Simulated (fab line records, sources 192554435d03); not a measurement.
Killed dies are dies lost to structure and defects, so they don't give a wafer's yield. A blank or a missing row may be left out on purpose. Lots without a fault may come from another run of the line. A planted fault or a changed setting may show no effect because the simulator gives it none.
Which tool did it? | flow n5_finfet | 24 lots, 72 wafers sampled, at 6 steps of a route of 1938

WHAT THE GAUGES READ, wafer by wafer
N5_BEOL_M3_CD_MEAS_11: target cd 17.05 nm. Usual: cd_nm 17.07 nm, standard deviation 0.25.
lot  | measured     | on        | cd_nm (nm)        | flag
L074 | day 7 02:07  | cd_sem-01 | 17.23 16.83 16.56 |
L075 | day 7 04:49  | cd_sem-03 | 17.14 17.51 16.80 |
L077 | day 7 14:16  | cd_sem-02 | 17.32 17.75 17.22 |
L076 | day 7 15:05  | cd_sem-02 | 17.11 16.91 17.17 |
L078 | day 7 22:59  | cd_sem-03 | 17.49 17.34 16.89 |
L079 | day 9 00:04  | cd_sem-01 | 17.03 16.65 16.91 |
L080 | day 9 11:02  | cd_sem-03 | 17.16 17.01 16.96 |
L082 | day 9 12:18  | cd_sem-01 | 17.28 16.90 16.67 |
L081 | day 9 13:55  | cd_sem-01 | 17.05 17.13 17.64 |
L083 | day 9 18:03  | cd_sem-03 | 16.85 16.84 17.14 |
L084 | day 10 00:14 | cd_sem-03 | 17.26 16.77 16.62 |
L086 | day 10 05:27 | cd_sem-02 | 17.13 17.23 16.89 |
L085 | day 10 08:09 | cd_sem-02 | 17.01 17.18 17.19 |
L088 | day 10 18:50 | cd_sem-03 | 17.20 17.00 17.02 |
L087 | day 10 22:06 | cd_sem-02 | 17.37 17.23 16.99 |
L089 | day 10 23:08 | cd_sem-01 | 17.19 17.01 16.58 |
L090 | day 11 05:43 | cd_sem-02 | 17.03 17.35 17.49 |
L091 | day 11 09:02 | cd_sem-02 | 17.52 17.21 16.88 |
L092 | day 11 14:01 | cd_sem-01 | 16.87 17.18 17.39 |
L093 | day 12 02:57 | cd_sem-03 | 17.54 16.92 16.73 |
L094 | day 12 15:30 | cd_sem-02 | 17.17 17.04 17.11 |
L095 | day 13 00:02 | cd_sem-02 | 17.25 17.30 17.55 |
L097 | day 13 05:52 | cd_sem-01 | 16.80 17.38 17.05 |
L096 | day 13 05:54 | cd_sem-02 | 17.10 17.12 17.22 |

WHICH TOOL RAN EACH LOT (tool, then ch and the chambers of the sampled wafers, then the start)
lot  | N5_BEOL_M2_ETCH_64                 | N5_BEOL_M2_STRIP_19                | N5_BEOL_M2_ALD_84                   | N5_BEOL_M2_SPUTTER_81        | N5_BEOL_M2_ANNEAL_87
L074 | rie_diel-06 ch 0,1,3, day 6 16:34  | rie_diel-04 ch 1,2,3, day 6 16:55  | ald_metal-04 ch 0,1,3, day 6 21:55  | pvd_sputter-03, day 6 22:49  | pvd_sputter-03, day 6 23:07
L075 | rie_diel-04 ch 0,1,3, day 6 20:19  | rie_diel-04 ch 1,2,3, day 6 20:38  | ald_metal-03 ch 0,1,2, day 6 22:27  | pvd_sputter-03, day 7 00:39  | pvd_sputter-03, day 7 00:57
L077 | rie_diel-04 ch 0,2,3, day 7 04:46  | rie_diel-04 ch 0,1,3, day 7 05:02  | ald_metal-02 ch 0,3, day 7 08:20    | pvd_sputter-03, day 7 09:34  | pvd_sputter-03, day 7 09:52
L076 | rie_diel-06 ch 0,1,3, day 7 04:46  | rie_diel-04 ch 0,1,3, day 7 05:05  | ald_metal-04 ch 0,2,3, day 7 09:52  | pvd_sputter-02, day 7 10:59  | pvd_sputter-02, day 7 11:19
L078 | rie_diel-01 ch 0,1,3, day 7 14:32  | rie_diel-06 ch 0,1,3, day 7 14:50  | ald_metal-03 ch 0,1,3, day 7 18:39  | pvd_sputter-03, day 7 19:34  | pvd_sputter-03, day 7 19:52
L079 | rie_diel-01 ch 0,2, day 8 00:13    | rie_diel-04 ch 2,3, day 8 00:29    | ald_metal-04 ch 1,2,3, day 8 17:40  | pvd_sputter-01, day 8 20:22  | pvd_sputter-01, day 8 20:40
L080 | rie_diel-06 ch 1,2, day 8 08:17    | rie_diel-04 ch 2,3, day 8 08:34    | ald_metal-04 ch 0,2,3, day 9 05:16  | pvd_sputter-01, day 9 06:23  | pvd_sputter-01, day 9 06:41
L082 | rie_diel-06 ch 0,1,3, day 8 22:13  | rie_diel-01 ch 0,3, day 8 22:29    | ald_metal-03 ch 1,2,3, day 9 07:53  | pvd_sputter-02, day 9 08:58  | pvd_sputter-02, day 9 09:16
L081 | rie_diel-01 ch 0,2,3, day 9 02:37  | rie_diel-01 ch 0,2, day 9 02:54    | ald_metal-02 ch 1,2,3, day 9 08:50  | pvd_sputter-01, day 9 10:10  | pvd_sputter-01, day 9 10:28
L083 | rie_diel-04 ch 0,2,3, day 9 08:41  | rie_diel-06 ch 0,1, day 9 08:58    | ald_metal-02 ch 0,1, day 9 13:03    | pvd_sputter-02, day 9 13:59  | pvd_sputter-02, day 9 14:17
L084 | rie_diel-04 ch 0,2,3, day 9 08:55  | rie_diel-06 ch 0,1,3, day 9 09:13  | ald_metal-03 ch 0,3, day 9 18:20    | pvd_sputter-03, day 9 19:32  | pvd_sputter-03, day 9 19:50
L086 | rie_diel-06 ch 0,3, day 9 16:41    | rie_diel-06 ch 1,2,3, day 9 17:02  | ald_metal-04 ch 1,3, day 10 00:40   | pvd_sputter-02, day 10 01:39 | pvd_sputter-02, day 10 01:57
L085 | rie_diel-06 ch 0,2,3, day 9 18:27  | rie_diel-06 ch 1,2,3, day 9 18:44  | ald_metal-02 ch 0,2, day 10 00:44   | pvd_sputter-02, day 10 03:29 | pvd_sputter-02, day 10 03:47
L088 | rie_diel-04 ch 0,2,3, day 10 01:50 | rie_diel-06 ch 1,3, day 10 02:07   | ald_metal-04 ch 0,1,3, day 10 11:35 | pvd_sputter-01, day 10 14:20 | pvd_sputter-01, day 10 14:38
L087 | rie_diel-04 ch 1,2,3, day 10 05:42 | rie_diel-04 ch 0,1,2, day 10 05:59 | ald_metal-02 ch 1,2,3, day 10 15:50 | pvd_sputter-02, day 10 16:45 | pvd_sputter-02, day 10 17:03
L089 | rie_diel-06 ch 0,1,2, day 10 08:49 | rie_diel-01 ch 0,1, day 10 09:06   | ald_metal-04 ch 1,2,3, day 10 18:34 | pvd_sputter-01, day 10 19:28 | pvd_sputter-01, day 10 19:46
L090 | rie_diel-04 ch 2,3, day 10 11:32   | rie_diel-06 ch 2,3, day 10 11:49   | ald_metal-03 ch 0,3, day 10 23:59   | pvd_sputter-01, day 11 02:05 | pvd_sputter-01, day 11 02:23
L091 | rie_diel-06 ch 0,2, day 10 15:04   | rie_diel-06 ch 0,1,3, day 10 15:33 | ald_metal-04 ch 2,3, day 11 00:09   | pvd_sputter-01, day 11 03:56 | pvd_sputter-01, day 11 04:14
L092 | rie_diel-01 ch 0,2,3, day 10 19:59 | rie_diel-01 ch 0,2,3, day 10 20:16 | ald_metal-03 ch 0,3, day 11 08:57   | pvd_sputter-01, day 11 09:55 | pvd_sputter-01, day 11 10:13
L093 | rie_diel-04 ch 0,1,2, day 11 12:43 | rie_diel-04 ch 2,3, day 11 13:00   | ald_metal-03 ch 0,1,3, day 11 22:18 | pvd_sputter-01, day 11 23:16 | pvd_sputter-01, day 11 23:34
L094 | rie_diel-06 ch 0,1, day 12 05:01   | rie_diel-04 ch 0,2,3, day 12 05:19 | ald_metal-03 ch 1,2, day 12 11:01   | pvd_sputter-01, day 12 12:11 | pvd_sputter-01, day 12 12:29
L095 | rie_diel-06 ch 0,2,3, day 12 10:50 | rie_diel-06 ch 1,2,3, day 12 11:15 | ald_metal-04 ch 1,2,3, day 12 17:34 | pvd_sputter-01, day 12 20:18 | pvd_sputter-01, day 12 20:36
L097 | rie_diel-06 ch 1,2,3, day 12 12:46 | rie_diel-06 ch 0,2,3, day 12 13:03 | ald_metal-02 ch 0,1,3, day 13 00:58 | pvd_sputter-01, day 13 01:56 | pvd_sputter-01, day 13 02:14
L096 | rie_diel-06 ch 0,1,2, day 12 17:43 | rie_diel-04 ch 1,2, day 12 18:04   | ald_metal-03 ch 1,2, day 13 01:05   | pvd_sputter-02, day 13 02:17 | pvd_sputter-02, day 13 02:35
- N5_BEOL_M2_ETCH_64: etches SOC in N2/H2, target depth 75 nm, overetch 22.5 nm, time 121.9 s.
- N5_BEOL_M2_STRIP_19: strips in O2.
- N5_BEOL_M2_ALD_84: deposits TaN, pulse time 2 s, purge time 3 s, co reactant purge time 2 s.
- N5_BEOL_M2_SPUTTER_81: material Cu, target thk 4.5 nm, time 8.29 s.
- N5_BEOL_M2_ANNEAL_87: time 240 s.

WHAT THE TOOLS THEMSELVES READ (means of the sampled wafers that have a number; where no wafer has one, the mark that the record gives instead)
N5_BEOL_M2_ETCH_64. Usual: drypump_motor_current_A 5.6 A, standard deviation 0.46; oes_product_au 0.61 a.u., standard deviation 0.055; rf_vpp_V 524.3 V, standard deviation 2.6; showerhead_plenum_p_Torr 2.56 Torr, standard deviation 0.089; temp_c 40.00 C, standard deviation 0.11; throttle_valve_pct 17.72 %, standard deviation 0.18.
lot  | tool        | drypump_motor_current_A (A) | oes_product_au (a.u.) | rf_vpp_V (V) | showerhead_plenum_p_Torr (Torr) | temp_c (C) | throttle_valve_pct (%) | flag
L074 | rie_diel-06 | 5.6                         | 0.64                  | 526.6        | 2.61                            | 40.06      | 17.64                  |
L075 | rie_diel-04 | 5.7                         | 0.59                  | 522.6        | 2.52                            | 40.00      | 17.85                  |
L077 | rie_diel-04 | 5.7                         | 0.61                  | 523.1        | 2.49                            | 40.10      | 17.64                  |
L076 | rie_diel-06 | 5.5                         | 0.64                  | 525.1        | 2.61                            | 40.04      | 17.64                  |
L078 | rie_diel-01 | 5.5                         | 0.57                  | 523.2        | 2.57                            | 39.92      | 18.05                  |
L079 | rie_diel-01 | 5.4                         | 0.66                  | 525.0        | 2.54                            | 40.01      | 17.55                  |
L080 | rie_diel-06 | 6.0                         | 0.66                  | 525.6        | 2.62                            | 40.07      | 17.63                  |
L082 | rie_diel-06 | 5.5                         | 0.62                  | 526.3        | 2.60                            | 40.00      | 17.67                  |
L081 | rie_diel-01 | 5.6                         | 0.60                  | 524.5        | 2.55                            | 40.00      | 17.84                  |
L083 | rie_diel-04 | 5.7                         | 0.59                  | 521.7        | 2.48                            | 39.98      | 17.67                  |
L084 | rie_diel-04 | 5.7                         | 0.59                  | 523.3        | 2.48                            | 39.94      | 17.68                  |
L086 | rie_diel-06 | 5.1                         | 0.61                  | 523.4        | 2.53                            | 40.04      | 17.74                  |
L085 | rie_diel-06 | 5.4                         | 0.61                  | 523.7        | 2.56                            | 40.11      | 17.68                  |
L088 | rie_diel-04 | 5.7                         | 0.58                  | 521.8        | 2.48                            | 40.07      | 17.68                  |
L087 | rie_diel-04 | 5.7                         | 0.62                  | 523.3        | 2.53                            | 39.93      | 17.76                  |
L089 | rie_diel-06 | 5.8                         | 0.61                  | 526.1        | 2.63                            | 39.98      | 17.63                  |
L090 | rie_diel-04 | 5.4                         | 0.59                  | 521.7        | 2.47                            | 39.93      | 17.77                  |
L091 | rie_diel-06 | 5.6                         | 0.59                  | 526.5        | 2.58                            | 39.99      | 17.64                  |
L092 | rie_diel-01 | 5.6                         | 0.66                  | 524.6        | 2.55                            | 40.06      | 17.66                  |
L093 | rie_diel-04 | 5.9                         | 0.59                  | 522.7        | 2.53                            | 40.07      | 17.71                  |
L094 | rie_diel-06 | 5.9                         | 0.61                  | 527.5        | 2.67                            | 40.07      | 17.67                  |
L095 | rie_diel-06 | 5.4                         | 0.59                  | 524.0        | 2.55                            | 39.95      | 17.72                  |
L097 | rie_diel-06 | 5.7                         | 0.63                  | 525.1        | 2.58                            | 40.00      | 17.75                  |
L096 | rie_diel-06 | 5.8                         | 0.59                  | 526.5        | 2.62                            | 40.00      | 17.66                  |

N5_BEOL_M2_STRIP_19. Usual: drypump_motor_current_A 5.6 A, standard deviation 0.44; o2_flow_sccm 225.1 sccm, standard deviation 0.7; oes_product_au 0.80 a.u., standard deviation 0.077; rf_vpp_V 3.6 V, standard deviation 0.45; showerhead_plenum_p_Torr 2.10 Torr, standard deviation 0.072; temp_c 40.00 C, standard deviation 0.12; throttle_valve_pct 16.57 %, standard deviation 0.17.
lot  | tool        | drypump_motor_current_A (A) | o2_flow_sccm (sccm) | oes_product_au (a.u.) | rf_vpp_V (V) | showerhead_plenum_p_Torr (Torr) | temp_c (C) | throttle_valve_pct (%) | flag
L074 | rie_diel-04 | 5.6                         | 224.6               | 0.75                  | 3.9          | 2.10                            | 39.90      | 16.71                  |
L075 | rie_diel-04 | 5.7                         | 225.2               | 0.74                  | 3.5          | 2.10                            | 39.94      | 16.70                  |
L077 | rie_diel-04 | 5.6                         | 224.7               | 0.76                  | 4.2          | 2.07                            | 40.05      | 16.64                  |
L076 | rie_diel-04 | 5.7                         | 224.9               | 0.76                  | 3.4          | 2.07                            | 39.92      | 16.65                  |
L078 | rie_diel-06 | 5.5                         | 225.2               | 0.84                  | 3.1          | 2.15                            | 40.12      | 16.53                  |
L079 | rie_diel-04 | 5.7                         | 225.5               | 0.75                  | 3.5          | 2.08                            | 39.95      | 16.58                  |
L080 | rie_diel-04 | 5.4                         | 224.6               | 0.79                  | 3.6          | 2.05                            | 40.01      | 16.64                  |
L082 | rie_diel-01 | 5.8                         | 225.6               | 0.73                  | 3.3          | 2.10                            | 40.01      | 16.70                  |
L081 | rie_diel-01 | 5.4                         | 225.1               | 0.85                  | 3.5          | 2.11                            | 40.00      | 16.57                  |
L083 | rie_diel-06 | 6.0                         | 225.9               | 0.82                  | 3.6          | 2.21                            | 39.99      | 16.52                  |
L084 | rie_diel-06 | 5.6                         | 225.5               | 0.82                  | 3.9          | 2.15                            | 40.03      | 16.57                  |
L086 | rie_diel-06 | 5.8                         | 224.8               | 0.87                  | 3.3          | 2.13                            | 40.13      | 16.57                  |
L085 | rie_diel-06 | 5.7                         | 225.2               | 0.86                  | 3.4          | 2.13                            | 39.90      | 16.58                  |
L088 | rie_diel-06 | 5.5                         | 224.3               | 0.87                  | 3.6          | 2.12                            | 40.01      | 16.69                  |
L087 | rie_diel-04 | 6.0                         | 225.2               | 0.80                  | 3.8          | 2.08                            | 39.97      | 16.48                  |
L089 | rie_diel-01 | 5.3                         | 225.5               | 0.74                  | 3.5          | 2.09                            | 39.99      | 16.84                  |
L090 | rie_diel-06 | 5.6                         | 224.2               | 0.84                  | 3.6          | 2.08                            | 40.12      | 16.53                  |
L091 | rie_diel-06 | 5.6                         | 224.6               | 0.82                  | 3.8          | 2.14                            | 39.90      | 16.57                  |
L092 | rie_diel-01 | 5.6                         | 225.8               | 0.86                  | 3.8          | 2.10                            | 40.10      | 16.46                  |
L093 | rie_diel-04 | 5.7                         | 225.3               | 0.73                  | 3.8          | 2.07                            | 39.92      | 16.63                  |
L094 | rie_diel-04 | 5.7                         | 224.8               | 0.74                  | 4.0          | 2.03                            | 40.14      | 16.57                  |
L095 | rie_diel-06 | 5.8                         | 224.7               | 0.84                  | 4.0          | 2.12                            | 39.90      | 16.61                  |
L097 | rie_diel-06 | 5.4                         | 225.3               | 0.79                  | 3.7          | 2.09                            | 40.03      | 16.55                  |
L096 | rie_diel-04 | 5.9                         | 225.0               | 0.75                  | 3.8          | 2.10                            | 40.15      | 16.59                  |

N5_BEOL_M2_ALD_84. Usual: heater_power_outer_w 223 W, standard deviation 24; heater_power_w 411 W, standard deviation 40; precursor_vessel_carrier_sccm 1000.0 sccm, standard deviation 2.9.
lot  | tool         | heater_power_outer_w (W) | heater_power_w (W) | precursor_vessel_carrier_sccm (sccm) | flag
L074 | ald_metal-04 | 225                      | 410                | 999.4                                |
L075 | ald_metal-03 | 226                      | 430                | 999.2                                |
L077 | ald_metal-02 | 238                      | 418                | 1001.0                               |
L076 | ald_metal-04 | 221                      | 422                | 999.3                                |
L078 | ald_metal-03 | 216                      | 414                | 997.1                                |
L079 | ald_metal-04 | 236                      | 434                | 996.1                                |
L080 | ald_metal-04 | 226                      | 428                | 1002.2                               |
L082 | ald_metal-03 | 233                      | 429                | 999.8                                |
L081 | ald_metal-02 | 212                      | 380                | 1003.4                               |
L083 | ald_metal-02 | 199                      | 370                | 1000.2                               |
L084 | ald_metal-03 | 197                      | 382                | 999.8                                |
L086 | ald_metal-04 | 235                      | 420                | 1001.0                               |
L085 | ald_metal-02 | 199                      | 360                | 998.7                                |
L088 | ald_metal-04 | 225                      | 412                | 997.4                                |
L087 | ald_metal-02 | 213                      | 375                | 999.7                                |
L089 | ald_metal-04 | 238                      | 437                | 1001.0                               |
L090 | ald_metal-03 | 194                      | 384                | 999.6                                |
L091 | ald_metal-04 | 232                      | 441                | 1000.8                               |
L092 | ald_metal-03 | 196                      | 381                | 1002.4                               |
L093 | ald_metal-03 | 219                      | 412                | 1001.6                               |
L094 | ald_metal-03 | 248                      | 457                | 1003.0                               |
L095 | ald_metal-04 | 237                      | 433                | 1001.8                               |
L097 | ald_metal-02 | 214                      | 394                | 999.5                                |
L096 | ald_metal-03 | 246                      | 444                | 1001.4                               |

N5_BEOL_M2_SPUTTER_81. Usual: throttle_valve_pct 29.8 %, standard deviation 0.95.
lot  | tool           | throttle_valve_pct (%) | flag
L074 | pvd_sputter-03 | 29.6                   |
L075 | pvd_sputter-03 | 29.3                   |
L077 | pvd_sputter-03 | 30.2                   |
L076 | pvd_sputter-02 | 30.3                   |
L078 | pvd_sputter-03 | 29.5                   |
L079 | pvd_sputter-01 | 29.8                   |
L080 | pvd_sputter-01 | 29.7                   |
L082 | pvd_sputter-02 | 30.5                   |
L081 | pvd_sputter-01 | 29.9                   |
L083 | pvd_sputter-02 | 29.6                   |
L084 | pvd_sputter-03 | 29.6                   |
L086 | pvd_sputter-02 | 29.4                   |
L085 | pvd_sputter-02 | 29.4                   |
L088 | pvd_sputter-01 | 29.4                   |
L087 | pvd_sputter-02 | 29.5                   |
L089 | pvd_sputter-01 | 29.9                   |
L090 | pvd_sputter-01 | 29.0                   |
L091 | pvd_sputter-01 | 29.9                   |
L092 | pvd_sputter-01 | 29.5                   |
L093 | pvd_sputter-01 | 29.8                   |
L094 | pvd_sputter-01 | 29.0                   |
L095 | pvd_sputter-01 | 29.7                   |
L097 | pvd_sputter-01 | 29.7                   |
L096 | pvd_sputter-02 | 30.4                   |

N5_BEOL_M2_ANNEAL_87. Usual: heater_power_w 824 W, standard deviation 64.
lot  | tool           | heater_power_w (W) | flag
L074 | pvd_sputter-03 | 845                |
L075 | pvd_sputter-03 | 823                |
L077 | pvd_sputter-03 | 817                |
L076 | pvd_sputter-02 | 831                |
L078 | pvd_sputter-03 | 836                |
L079 | pvd_sputter-01 | 786                |
L080 | pvd_sputter-01 | 786                |
L082 | pvd_sputter-02 | 817                |
L081 | pvd_sputter-01 | 854                |
L083 | pvd_sputter-02 | 806                |
L084 | pvd_sputter-03 | 848                |
L086 | pvd_sputter-02 | 836                |
L085 | pvd_sputter-02 | 853                |
L088 | pvd_sputter-01 | 834                |
L087 | pvd_sputter-02 | 789                |
L089 | pvd_sputter-01 | 851                |
L090 | pvd_sputter-01 | 875                |
L091 | pvd_sputter-01 | 794                |
L092 | pvd_sputter-01 | 824                |
L093 | pvd_sputter-01 | 843                |
L094 | pvd_sputter-01 | 822                |
L095 | pvd_sputter-01 | 789                |
L097 | pvd_sputter-01 | 787                |
L096 | pvd_sputter-02 | 818                |

THE ANSWER, worked out from the rows above alone
Rule: a lot is off if the mean of its wafers that have a number lies more than 3 standard deviations from the usual mean. A lot without any number at a reading at which 4 lots or more have one is off too. The other lots that the step has rows for count as sound. The gauges are gone through in route order, then the tools' own readings, and for those a lot's mean is taken as printed above. The first step at which some lot is off is used, and at that step the reading that is off furthest; a lot without a number counts as furthest.
No lot is off at any reading shown: from this, nothing can be told.

WHAT THE SIMULATOR HAD PUT IN
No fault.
